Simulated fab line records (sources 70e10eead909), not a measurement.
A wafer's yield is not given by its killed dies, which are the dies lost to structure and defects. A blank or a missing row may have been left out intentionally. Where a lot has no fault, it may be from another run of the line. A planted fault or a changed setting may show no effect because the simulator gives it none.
What tool caused it? :: flow nandHarc :: 72 wafers from 24 lots sampled at 6 of the route's 1302 steps

WHAT EACH GAUGE READ, for each wafer
NHARC_P_M2_INSPECT_11.
lot: L074
measured: day 6 13:47
on: defectInspect-02
rawDefectCount: 7 5 5

lot: L075
measured: day 6 21:48
on: defectInspect-02
rawDefectCount: 6 9 11

lot: L076
measured: day 7 09:24
on: defectInspect-01
rawDefectCount: 5 5 3

lot: L077
measured: day 7 13:45
on: defectInspect-02
rawDefectCount: 2 5 4

lot: L078
measured: day 8 04:58
on: defectInspect-02
rawDefectCount: 8 11 3

lot: L079
measured: day 8 12:50
on: defectInspect-01
rawDefectCount: 5 4 5

lot: L080
measured: day 9 00:35
on: defectInspect-02
rawDefectCount: 4 7 1

lot: L081
measured: day 9 14:16
on: defectInspect-01
rawDefectCount: 2 1 4

lot: L082
measured: day 9 15:02
on: defectInspect-02
rawDefectCount: 3 1 1

lot: L083
measured: day 10 09:43
on: defectInspect-01
rawDefectCount: 4 1 3

lot: L084
measured: day 10 16:11
on: defectInspect-01
rawDefectCount: 7 2 2

lot: L085
measured: day 11 01:15
on: defectInspect-01
rawDefectCount: 5 0 3

lot: L086
measured: day 11 20:15
on: defectInspect-02
rawDefectCount: 2 4 5

lot: L087
measured: day 12 00:08
on: defectInspect-02
rawDefectCount: 4 3 2

lot: L088
measured: day 12 10:07
on: defectInspect-02
rawDefectCount: 10 6 7

lot: L089
measured: day 12 20:01
on: defectInspect-02
rawDefectCount: 5 2 1

lot: L090
measured: day 13 07:47
on: defectInspect-01
rawDefectCount: 4 4 14

lot: L091
measured: day 13 09:08
on: defectInspect-01
rawDefectCount: 2 1 4

lot: L092
measured: day 13 20:55
on: defectInspect-02
rawDefectCount: 1 5 3

lot: L094
measured: day 14 12:28
on: defectInspect-02
rawDefectCount: 2 2 4

lot: L093
measured: day 14 13:55
on: defectInspect-01
rawDefectCount: 2 4 5

lot: L095
measured: day 15 01:44
on: defectInspect-01
rawDefectCount: 7 7 1

lot: L097
measured: day 16 07:49
on: defectInspect-01
rawDefectCount: 5 2 1

lot: L096
measured: day 16 08:44
on: defectInspect-01
rawDefectCount: 5 3 3

NHARC_P_BONDPAD_CD_MEAS_09 targets a cd of 500 nm.
lot: L074
measured: day 6 18:21
on: cdSem-03
cdNm (nm): 502.8 498.5 499.4

lot: L075
measured: day 7 02:21
on: cdSem-03
cdNm (nm): 501.4 501.3 497.7

lot: L076
measured: day 7 13:50
on: cdSem-02
cdNm (nm): 501.1 501.7 498.2

lot: L077
measured: day 7 18:10
on: cdSem-02
cdNm (nm): 497.0 497.1 500.1

lot: L078
measured: day 8 09:23
on: cdSem-01
cdNm (nm): 501.0 500.9 498.9

lot: L079
measured: day 8 17:16
on: cdSem-01
cdNm (nm): 500.9 499.2 502.2

lot: L080
measured: day 9 05:07
on: cdSem-01
cdNm (nm): 505.0 498.4 505.0

lot: L081
measured: day 9 18:44
on: cdSem-01
cdNm (nm): 499.7 501.6 498.2

lot: L082
measured: day 9 19:35
on: cdSem-03
cdNm (nm): 498.2 499.3 503.9

lot: L083
measured: day 10 14:13
on: cdSem-02
cdNm (nm): 499.3 497.4 497.4

lot: L084
measured: day 10 21:31
on: cdSem-02
cdNm (nm): 501.3 502.4 498.3

lot: L085
measured: day 11 05:40
on: cdSem-01
cdNm (nm): 499.0 497.4 500.8

lot: L086
measured: day 12 00:32
on: cdSem-02
cdNm (nm): 501.4 501.7 502.0

lot: L087
measured: day 12 04:34
on: cdSem-03
cdNm (nm): 499.4 499.1 501.3

lot: L088
measured: day 12 14:27
on: cdSem-02
cdNm (nm): 498.6 500.3 502.6

lot: L089
measured: day 13 00:19
on: cdSem-02
cdNm (nm): 502.6 501.1 501.6

lot: L090
measured: day 13 12:19
on: cdSem-01
cdNm (nm): 499.1 497.4 500.2

lot: L091
measured: day 13 13:32
on: cdSem-02
cdNm (nm): 498.6 500.3 500.1

lot: L092
measured: day 14 01:20
on: cdSem-03
cdNm (nm): 502.6 496.2 499.0

lot: L094
measured: day 14 16:50
on: cdSem-03
cdNm (nm): 500.9 501.8 500.0

lot: L093
measured: day 14 18:24
on: cdSem-02
cdNm (nm): 503.3 499.3 503.7

lot: L095
measured: day 15 06:03
on: cdSem-03
cdNm (nm): 500.1 497.9 502.1

lot: L097
measured: day 16 12:14
on: cdSem-03
cdNm (nm): 503.6 504.9 501.1

lot: L096
measured: day 16 13:07
on: cdSem-03
cdNm (nm): 497.4 496.7 498.9

NHARC_A_SOURCE_PLATE_THK_MEAS_06: measures by ellipsometry.
lot: L074
measured: day 7 20:04
on: filmMetro-02
thkNm (nm): 199.3 197.2 199.2

lot: L075
measured: day 8 03:51
on: filmMetro-01
thkNm (nm): 202.0 205.1 204.0

lot: L076
measured: day 8 15:43
on: filmMetro-01
thkNm (nm): 196.5 198.5 199.3

lot: L077
measured: day 8 19:37
on: filmMetro-02
thkNm (nm): 198.7 200.7 202.5

lot: L078
measured: day 9 11:43
on: filmMetro-01
thkNm (nm): 202.6 201.1 199.3

lot: L079
measured: day 9 18:38
on: filmMetro-02
thkNm (nm): 201.5 201.1 202.5

lot: L080
measured: day 10 10:47
on: filmMetro-02
thkNm (nm): 204.0 204.9 205.4

lot: L081
measured: day 11 00:09
on: filmMetro-02
thkNm (nm): 203.5 200.6 202.4

lot: L082
measured: day 11 00:09
on: filmMetro-01
thkNm (nm): 202.5 203.7 199.6

lot: L083
measured: day 11 15:35
on: filmMetro-02
thkNm (nm): 199.4 199.1 197.9

lot: L084
measured: day 11 22:34
on: filmMetro-02
thkNm (nm): 199.4 201.2 199.6

lot: L085
measured: day 12 07:39
on: filmMetro-02
thkNm (nm): 196.1 200.1 200.7

lot: L086
measured: day 13 02:00
on: filmMetro-01
thkNm (nm): 196.7 197.2 195.5

lot: L087
measured: day 13 05:52
on: filmMetro-02
thkNm (nm): 200.2 199.0 198.7

lot: L088
measured: day 13 16:24
on: filmMetro-02
thkNm (nm): 199.7 201.2 202.2

lot: L089
measured: day 14 05:31
on: filmMetro-02
thkNm (nm): 200.9 201.3 197.0

lot: L090
measured: day 14 16:35
on: filmMetro-02
thkNm (nm): 201.8 201.4 199.4

lot: L091
measured: day 14 16:35
on: filmMetro-01
thkNm (nm): 198.7 200.0 197.9

lot: L092
measured: day 15 02:34
on: filmMetro-02
thkNm (nm): 198.9 201.6 200.3

lot: L094
measured: day 15 19:46
on: filmMetro-01
thkNm (nm): 200.2 197.3 199.2

lot: L093
measured: day 15 19:46
on: filmMetro-02
thkNm (nm): 198.7 196.1 197.9

lot: L095
measured: day 16 08:01
on: filmMetro-02
thkNm (nm): 198.4 196.5 198.3

lot: L097
measured: day 17 13:52
on: filmMetro-02
thkNm (nm): 205.0 203.1 203.4

lot: L096
measured: day 17 13:52
on: filmMetro-01
thkNm (nm): 203.3 203.5 202.6

NHARC_A_ONON_D1_THK_MEAS_18: measures by ellipsometry.
lot: L074
measured: day 8 07:04
on: filmMetro-01
thkNm (nm): 997 995 996

lot: L075
measured: day 8 14:23
on: filmMetro-02
thkNm (nm): 992 994 993

lot: L076
measured: day 9 03:01
on: filmMetro-01
thkNm (nm): 1004 1001 1002

lot: L077
measured: day 9 03:01
on: filmMetro-02
thkNm (nm): 979 978 978

lot: L078
measured: day 9 22:38
on: filmMetro-01
thkNm (nm): 998 999 999

lot: L079
measured: day 10 05:49
on: filmMetro-02
thkNm (nm): 1008 1010 1008

lot: L080
measured: day 10 21:34
on: filmMetro-01
thkNm (nm): 1006 1005 1006

lot: L081
measured: day 11 12:14
on: filmMetro-01
thkNm (nm): 1005 1006 1006

lot: L082
measured: day 11 12:13
on: filmMetro-02
thkNm (nm): 1006 1004 1005

lot: L083
measured: day 12 02:35
on: filmMetro-02
thkNm (nm): 1006 1008 1007

lot: L084
measured: day 12 09:13
on: filmMetro-01
thkNm (nm): 993 993 993

lot: L085
measured: day 12 19:04
on: filmMetro-01
thkNm (nm): 1026 1026 1028

lot: L086
measured: day 13 14:26
on: filmMetro-02
thkNm (nm): 982 980 981

lot: L087
measured: day 13 14:26
on: filmMetro-01
thkNm (nm): 1010 1009 1009

lot: L088
measured: day 14 03:05
on: filmMetro-01
thkNm (nm): 998 998 996

lot: L089
measured: day 14 17:02
on: filmMetro-01
thkNm (nm): 987 987 988

lot: L090
measured: day 15 03:35
on: filmMetro-01
thkNm (nm): 999 1000 999

lot: L091
measured: day 15 03:35
on: filmMetro-02
thkNm (nm): 1007 1007 1005

lot: L092
measured: day 15 13:08
on: filmMetro-01
thkNm (nm): 996 996 995

lot: L094
measured: day 16 06:32
on: filmMetro-02
thkNm (nm): 1003 1000 1000

lot: L093
measured: day 16 06:32
on: filmMetro-01
thkNm (nm): 1009 1009 1009

lot: L095
measured: day 16 21:10
on: filmMetro-01
thkNm (nm): 995 995 994

lot: L097
measured: day 18 01:44
on: filmMetro-02
thkNm (nm): 1008 1009 1006

lot: L096
measured: day 18 01:43
on: filmMetro-01
thkNm (nm): 1010 1009 1009

WHAT TOOL EACH LOT RAN ON (gives the tool, then ch and the chambers of the sampled wafers, and finally the start)
lot: L074
NHARC_P_BONDPAD_ETCH_24: rieDiel-12 ch 0,3, day 6 19:08
NHARC_A_ZERO_WELL_RTA_16: rtpAnneal-01 ch 0, day 7 00:14

lot: L075
NHARC_P_BONDPAD_ETCH_24: rieDiel-13 ch 0,2,3, day 7 07:46 or earlier
NHARC_A_ZERO_WELL_RTA_16: rtpAnneal-02 ch 0, day 7 07:46

lot: L076
NHARC_P_BONDPAD_ETCH_24: rieDiel-12 ch 0,2,3, day 7 19:13 or earlier
NHARC_A_ZERO_WELL_RTA_16: rtpAnneal-01 ch 0, day 7 19:13

lot: L077
NHARC_P_BONDPAD_ETCH_24: rieDiel-12 ch 0,2,3, day 7 23:35 or earlier
NHARC_A_ZERO_WELL_RTA_16: rtpAnneal-02 ch 0, day 7 23:35

lot: L078
NHARC_P_BONDPAD_ETCH_24: rieDiel-13 ch 0,1,3, day 8 14:47 or earlier
NHARC_A_ZERO_WELL_RTA_16: rtpAnneal-01 ch 0, day 8 14:47

lot: L079
NHARC_P_BONDPAD_ETCH_24: rieDiel-10 ch 0,1,3, day 8 22:31 or earlier
NHARC_A_ZERO_WELL_RTA_16: rtpAnneal-01 ch 0, day 8 22:31

lot: L080
NHARC_P_BONDPAD_ETCH_24: rieDiel-10 ch 0,2, day 9 10:48 or earlier
NHARC_A_ZERO_WELL_RTA_16: rtpAnneal-02 ch 0, day 9 10:48

lot: L081
NHARC_P_BONDPAD_ETCH_24: rieDiel-10 ch 0,1,3, day 10 00:13 or earlier
NHARC_A_ZERO_WELL_RTA_16: rtpAnneal-02 ch 0, day 10 00:13

lot: L082
NHARC_P_BONDPAD_ETCH_24: rieDiel-13 ch 0,1,2, day 10 01:08 or earlier
NHARC_A_ZERO_WELL_RTA_16: rtpAnneal-01 ch 0, day 10 01:08

lot: L083
NHARC_P_BONDPAD_ETCH_24: rieDiel-13 ch 0,1,3, day 10 19:30 or earlier
NHARC_A_ZERO_WELL_RTA_16: rtpAnneal-01 ch 0, day 10 19:30

lot: L084
NHARC_P_BONDPAD_ETCH_24: rieDiel-12 ch 0,1,3, day 11 02:53 or earlier
NHARC_A_ZERO_WELL_RTA_16: rtpAnneal-01 ch 0, day 11 02:53

lot: L085
NHARC_P_BONDPAD_ETCH_24: rieDiel-13 ch 0,3, day 11 10:59 or earlier
NHARC_A_ZERO_WELL_RTA_16: rtpAnneal-02 ch 0, day 11 10:59

lot: L086
NHARC_P_BONDPAD_ETCH_24: rieDiel-12 ch 0,1, day 12 05:47 or earlier
NHARC_A_ZERO_WELL_RTA_16: rtpAnneal-01 ch 0, day 12 05:47

lot: L087
NHARC_P_BONDPAD_ETCH_24: rieDiel-10 ch 0,2, day 12 05:20
NHARC_A_ZERO_WELL_RTA_16: rtpAnneal-02 ch 0, day 12 10:01

lot: L088
NHARC_P_BONDPAD_ETCH_24: rieDiel-13 ch 0,1, day 12 19:45 or earlier
NHARC_A_ZERO_WELL_RTA_16: rtpAnneal-01 ch 0, day 12 19:45

lot: L089
NHARC_P_BONDPAD_ETCH_24: rieDiel-10 ch 0,2,3, day 13 05:52 or earlier
NHARC_A_ZERO_WELL_RTA_16: rtpAnneal-02 ch 0, day 13 05:52

lot: L090
NHARC_P_BONDPAD_ETCH_24: rieDiel-10 ch 1,3, day 13 17:42 or earlier
NHARC_A_ZERO_WELL_RTA_16: rtpAnneal-01 ch 0, day 13 17:42

lot: L091
NHARC_P_BONDPAD_ETCH_24: rieDiel-10 ch 0,2,3, day 13 18:46 or earlier
NHARC_A_ZERO_WELL_RTA_16: rtpAnneal-01 ch 0, day 13 18:46

lot: L092
NHARC_P_BONDPAD_ETCH_24: rieDiel-10 ch 2,3, day 14 06:39 or earlier
NHARC_A_ZERO_WELL_RTA_16: rtpAnneal-01 ch 0, day 14 06:39

lot: L094
NHARC_P_BONDPAD_ETCH_24: rieDiel-13 ch 0,1,2, day 14 17:37
NHARC_A_ZERO_WELL_RTA_16: rtpAnneal-01 ch 0, day 14 22:08

lot: L093
NHARC_P_BONDPAD_ETCH_24: rieDiel-10 ch 0,1,3, day 14 23:44 or earlier
NHARC_A_ZERO_WELL_RTA_16: rtpAnneal-01 ch 0, day 14 23:44

lot: L095
NHARC_P_BONDPAD_ETCH_24: rieDiel-12 ch 0,2,3, day 15 11:40 or earlier
NHARC_A_ZERO_WELL_RTA_16: rtpAnneal-01 ch 0, day 15 11:40

lot: L097
NHARC_P_BONDPAD_ETCH_24: rieDiel-12 ch 0,2,3, day 16 17:48 or earlier
NHARC_A_ZERO_WELL_RTA_16: rtpAnneal-02 ch 0, day 16 17:48

lot: L096
NHARC_P_BONDPAD_ETCH_24: rieDiel-13 ch 1,2,3, day 16 18:37 or earlier
NHARC_A_ZERO_WELL_RTA_16: rtpAnneal-02 ch 0, day 16 18:37
- NHARC_P_BONDPAD_ETCH_24: etches the open film in CF4/N2, target depth 30 nm, time 72.99 s.
- NHARC_A_ZERO_WELL_RTA_16: time 10 s.

AS READ BY THE TOOLS THEMSELVES (means over the sampled wafers that have a number; for cases with no such wafer, the mark the record gives instead)
NHARC_P_BONDPAD_ETCH_24.
lot: L074
tool: rieDiel-12
chamberPressureMTorr (mTorr): 29.973
drypumpMotorCurrentA (A): 5.5
oesProductAu (a.u.): 1.001
rfVppV (V): 315.6
showerheadPlenumPTorr (Torr): 2.70
throttleValvePct (%): 19.783

lot: L075
tool: rieDiel-13
chamberPressureMTorr (mTorr): 29.980
drypumpMotorCurrentA (A): 5.5
oesProductAu (a.u.): 0.992
rfVppV (V): 313.3
showerheadPlenumPTorr (Torr): 2.65
throttleValvePct (%): 19.800

lot: L076
tool: rieDiel-12
chamberPressureMTorr (mTorr): 30.010
drypumpMotorCurrentA (A): 5.5
oesProductAu (a.u.): 0.999
rfVppV (V): 315.7
showerheadPlenumPTorr (Torr): 2.71
throttleValvePct (%): 19.793

lot: L077
tool: rieDiel-12
chamberPressureMTorr (mTorr): 30.005
drypumpMotorCurrentA (A): 5.5
oesProductAu (a.u.): 1.000
rfVppV (V): 315.8
showerheadPlenumPTorr (Torr): 2.71
throttleValvePct (%): 19.793

lot: L078
tool: rieDiel-13
chamberPressureMTorr (mTorr): 30.014
drypumpMotorCurrentA (A): 5.4
oesProductAu (a.u.): 0.995
rfVppV (V): 315.8
showerheadPlenumPTorr (Torr): 2.76
throttleValvePct (%): 19.788

lot: L079
tool: rieDiel-10
chamberPressureMTorr (mTorr): 30.002
drypumpMotorCurrentA (A): 5.8
oesProductAu (a.u.): 0.995
rfVppV (V): 314.0
showerheadPlenumPTorr (Torr): 2.60
throttleValvePct (%): 19.786

lot: L080
tool: rieDiel-10
chamberPressureMTorr (mTorr): 29.998
drypumpMotorCurrentA (A): 5.8
oesProductAu (a.u.): 1.003
rfVppV (V): 316.3
showerheadPlenumPTorr (Torr): 2.69
throttleValvePct (%): 19.798

lot: L081
tool: rieDiel-10
chamberPressureMTorr (mTorr): 30.018
drypumpMotorCurrentA (A): 5.8
oesProductAu (a.u.): 0.993
rfVppV (V): 313.9
showerheadPlenumPTorr (Torr): 2.60
throttleValvePct (%): 19.787

lot: L082
tool: rieDiel-13
chamberPressureMTorr (mTorr): 29.969
drypumpMotorCurrentA (A): 5.4
oesProductAu (a.u.): 0.998
rfVppV (V): 315.6
showerheadPlenumPTorr (Torr): 2.65
throttleValvePct (%): 19.792

lot: L083
tool: rieDiel-13
chamberPressureMTorr (mTorr): 29.975
drypumpMotorCurrentA (A): 5.4
oesProductAu (a.u.): 1.003
rfVppV (V): 316.4
showerheadPlenumPTorr (Torr): 2.76
throttleValvePct (%): 19.791

lot: L084
tool: rieDiel-12
chamberPressureMTorr (mTorr): 30.021
drypumpMotorCurrentA (A): 5.2
oesProductAu (a.u.): 0.988
rfVppV (V): 314.7
showerheadPlenumPTorr (Torr): 2.68
throttleValvePct (%): 19.795

lot: L085
tool: rieDiel-13
chamberPressureMTorr (mTorr): 29.998
drypumpMotorCurrentA (A): 5.6
oesProductAu (a.u.): 0.993
rfVppV (V): 316.2
showerheadPlenumPTorr (Torr): 2.76
throttleValvePct (%): 19.793

lot: L086
tool: rieDiel-12
chamberPressureMTorr (mTorr): 29.992
drypumpMotorCurrentA (A): 5.0
oesProductAu (a.u.): 0.989
rfVppV (V): 315.3
showerheadPlenumPTorr (Torr): 2.70
throttleValvePct (%): 19.788

lot: L087
tool: rieDiel-10
chamberPressureMTorr (mTorr): 29.995
drypumpMotorCurrentA (A): 5.6
oesProductAu (a.u.): 1.003
rfVppV (V): 313.6
showerheadPlenumPTorr (Torr): 2.64
throttleValvePct (%): 19.787

lot: L088
tool: rieDiel-13
chamberPressureMTorr (mTorr): 29.986
drypumpMotorCurrentA (A): 5.3
oesProductAu (a.u.): 1.001
rfVppV (V): 316.4
showerheadPlenumPTorr (Torr): 2.76
throttleValvePct (%): 19.783

lot: L089
tool: rieDiel-10
chamberPressureMTorr (mTorr): 30.015
drypumpMotorCurrentA (A): 5.7
oesProductAu (a.u.): 0.996
rfVppV (V): 313.6
showerheadPlenumPTorr (Torr): 2.63
throttleValvePct (%): 19.797

lot: L090
tool: rieDiel-10
chamberPressureMTorr (mTorr): 29.994
drypumpMotorCurrentA (A): 5.7
oesProductAu (a.u.): 1.003
rfVppV (V): 312.5
showerheadPlenumPTorr (Torr): 2.54
throttleValvePct (%): 19.800

lot: L091
tool: rieDiel-10
chamberPressureMTorr (mTorr): 29.956
drypumpMotorCurrentA (A): 5.7
oesProductAu (a.u.): 0.995
rfVppV (V): 314.0
showerheadPlenumPTorr (Torr): 2.63
throttleValvePct (%): 19.802

lot: L092
tool: rieDiel-10
chamberPressureMTorr (mTorr): 29.995
drypumpMotorCurrentA (A): 5.6
oesProductAu (a.u.): 0.996
rfVppV (V): 312.1
showerheadPlenumPTorr (Torr): 2.56
throttleValvePct (%): 19.792

lot: L094
tool: rieDiel-13
chamberPressureMTorr (mTorr): 30.020
drypumpMotorCurrentA (A): 5.4
oesProductAu (a.u.): 1.005
rfVppV (V): 314.3
showerheadPlenumPTorr (Torr): 2.65
throttleValvePct (%): 19.791

lot: L093
tool: rieDiel-10
chamberPressureMTorr (mTorr): 30.015
drypumpMotorCurrentA (A): 5.8
oesProductAu (a.u.): 0.987
rfVppV (V): 313.4
showerheadPlenumPTorr (Torr): 2.59
throttleValvePct (%): 19.800

lot: L095
tool: rieDiel-12
chamberPressureMTorr (mTorr): 29.980
drypumpMotorCurrentA (A): 5.5
oesProductAu (a.u.): 0.992
rfVppV (V): 314.6
showerheadPlenumPTorr (Torr): 2.71
throttleValvePct (%): 19.797

lot: L097
tool: rieDiel-12
chamberPressureMTorr (mTorr): 29.995
drypumpMotorCurrentA (A): 5.5
oesProductAu (a.u.): 0.989
rfVppV (V): 315.7
showerheadPlenumPTorr (Torr): 2.71
throttleValvePct (%): 19.792

lot: L096
tool: rieDiel-13
chamberPressureMTorr (mTorr): 29.995
drypumpMotorCurrentA (A): 5.6
oesProductAu (a.u.): 0.990
rfVppV (V): 315.6
showerheadPlenumPTorr (Torr): 2.70
throttleValvePct (%): 19.805

NHARC_A_ZERO_WELL_RTA_16.
lot: L074
tool: rtpAnneal-01
lampPowerPct (%): 31.1
wafer_temp_C_max: 1005.7

lot: L075
tool: rtpAnneal-02
lampPowerPct (%): 26.7
wafer_temp_C_max: 1004.2

lot: L076
tool: rtpAnneal-01
lampPowerPct (%): 31.1
wafer_temp_C_max: 1005.3

lot: L077
tool: rtpAnneal-02
lampPowerPct (%): 26.7
wafer_temp_C_max: 1004.3

lot: L078
tool: rtpAnneal-01
lampPowerPct (%): 31.1
wafer_temp_C_max: 1003.9

lot: L079
tool: rtpAnneal-01
lampPowerPct (%): 31.1
wafer_temp_C_max: 1003.9

lot: L080
tool: rtpAnneal-02
lampPowerPct (%): 26.7
wafer_temp_C_max: 1004.4

lot: L081
tool: rtpAnneal-02
lampPowerPct (%): 26.7
wafer_temp_C_max: 1005.0

lot: L082
tool: rtpAnneal-01
lampPowerPct (%): 31.1
wafer_temp_C_max: 1005.1

lot: L083
tool: rtpAnneal-01
lampPowerPct (%): 31.1
wafer_temp_C_max: 1004.3

lot: L084
tool: rtpAnneal-01
lampPowerPct (%): 31.1
wafer_temp_C_max: 1006.6

lot: L085
tool: rtpAnneal-02
lampPowerPct (%): 26.7
wafer_temp_C_max: 1004.2

lot: L086
tool: rtpAnneal-01
lampPowerPct (%): 31.1
wafer_temp_C_max: 1004.8

lot: L087
tool: rtpAnneal-02
lampPowerPct (%): 26.7
wafer_temp_C_max: 1005.4

lot: L088
tool: rtpAnneal-01
lampPowerPct (%): 31.1
wafer_temp_C_max: 1004.2

lot: L089
tool: rtpAnneal-02
lampPowerPct (%): 26.7
wafer_temp_C_max: 1004.0

lot: L090
tool: rtpAnneal-01
lampPowerPct (%): 31.2
wafer_temp_C_max: 1004.7

lot: L091
tool: rtpAnneal-01
lampPowerPct (%): 31.1
wafer_temp_C_max: 1004.9

lot: L092
tool: rtpAnneal-01
lampPowerPct (%): 31.1
wafer_temp_C_max: 1005.2

lot: L094
tool: rtpAnneal-01
lampPowerPct (%): 31.1
wafer_temp_C_max: 1005.2

lot: L093
tool: rtpAnneal-01
lampPowerPct (%): 31.2
wafer_temp_C_max: 1003.8

lot: L095
tool: rtpAnneal-01
lampPowerPct (%): 31.0
wafer_temp_C_max: 1005.4

lot: L097
tool: rtpAnneal-02
lampPowerPct (%): 26.7
wafer_temp_C_max: 1004.9

lot: L096
tool: rtpAnneal-02
lampPowerPct (%): 26.7
wafer_temp_C_max: 1004.3

THE ANSWER, worked out from the rows above alone
Rule: usual is defined by the lots themselves. The widest of any qualifying gaps counts: lots, ordered by their means at a reading, are off when they make up no more than a third of the lots, leave a main group of 4 or more, and stand apart from it by 3 or more times the standard deviation of that group's means. If all means in a main group match to the digits the tables above print for the reading, that group is not used. Also off: a lot with no number at a reading for which 4 or more lots have one. Where the step has rows for the other lots, those lots are counted as sound. Order of review: gauges by route order, followed by the tools' own readings, for which a lot's mean as printed above is used. The first step at which some lot is off is used, and at that step the reading that is off furthest; a lot without a number counts as furthest.
Nothing can be told from this: no lot is off at any reading shown.

WHAT WAS PUT IN BY THE SIMULATOR
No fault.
